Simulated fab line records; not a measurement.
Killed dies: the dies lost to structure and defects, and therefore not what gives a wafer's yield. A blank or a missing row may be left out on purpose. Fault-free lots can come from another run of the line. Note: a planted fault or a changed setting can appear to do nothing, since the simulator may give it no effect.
Chamber matching + flow nand harc + pecvd-02 running NHARC_A_CONTACT_DEP_85: 3 sister chambers
The step deposits SiON, target thk 60 nm. 20 wafers are shown with their chamber, then 10 later ones without.

WAFERS, EACH WITH ITS CHAMBER
| wafer  | chamber | heater power w (W) |
|--------|---------|--------------------|
| L074.3 | 2       | 722                |
| L074.4 | 2       | 738                |
| L074.6 | 0       | 615                |
| L078.1 | 0       | 694                |
| L078.4 | 2       | 669                |
| L078.6 | 0       | 694                |
| L079.2 | 1       | 648                |
| L079.4 | 0       | 597                |
| L079.6 | 2       | 609                |
| L084.1 | 1       | 695                |
| L084.2 | 0       | 628                |
| L084.4 | 1       | 704                |
| L086.1 | 2       | 744                |
| L086.2 | 0       | 710                |
| L086.6 | 1       | 683                |
| L088.2 | 2       | 740                |
| L088.4 | 2       | 734                |
| L088.5 | 1       | 680                |
| L089.3 | 1       | 634                |
| L089.4 | 0       | 684                |

SIGNATURES (means of the wafers above)
| reading        | chamber 0 | chamber 1 | chamber 2 | scatter within a chamber |
|----------------|-----------|-----------|-----------|--------------------------|
| heater power w | 660.29    | 674.00    | 708.00    | 43.1                     |
Rule: distance of a wafer from a chamber = root of the sum over the readings of ((wafer's reading minus chamber's mean) / reading's scatter) squared. If the next closest chamber is less than 2 further off than the closest, the wafer can't be placed; otherwise it belongs to the closest. The scatter is the square root of a quotient: the sum, over the shown wafers, of each reading's squared deviation from its chamber's mean, divided by wafers minus chambers.

WAFERS MISSING THEIR CHAMBER
| wafer  | heater power w (W) |
|--------|--------------------|
| L089.5 | 698                |
| L090.1 | 664                |
| L090.5 | 653                |
| L090.6 | 682                |
| L094.2 | 721                |
| L094.5 | 630                |
| L094.6 | 717                |
| L097.3 | 717                |
| L097.5 | 698                |
| L097.6 | 689                |

CHAMBER TAKEN BY EACH
| wafer  | from the rows above          | in truth |
|--------|------------------------------|----------|
| L089.5 | can't be placed: 2 or 1 or 0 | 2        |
| L090.1 | can't be placed: 0 or 1 or 2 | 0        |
| L090.5 | can't be placed: 0 or 1 or 2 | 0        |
| L090.6 | can't be placed: 1 or 0 or 2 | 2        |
| L094.2 | can't be placed: 2 or 1 or 0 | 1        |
| L094.5 | can't be placed: 0 or 1 or 2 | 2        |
| L094.6 | can't be placed: 2 or 1 or 0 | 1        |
| L097.3 | can't be placed: 2 or 1 or 0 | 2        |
| L097.5 | can't be placed: 2 or 1 or 0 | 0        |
| L097.6 | can't be placed: 1 or 2 or 0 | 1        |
0 of 10 placed correctly. From these rows, 10 cannot be placed; in 10 the true chamber is one of the candidates. Wrongly placed: 0.
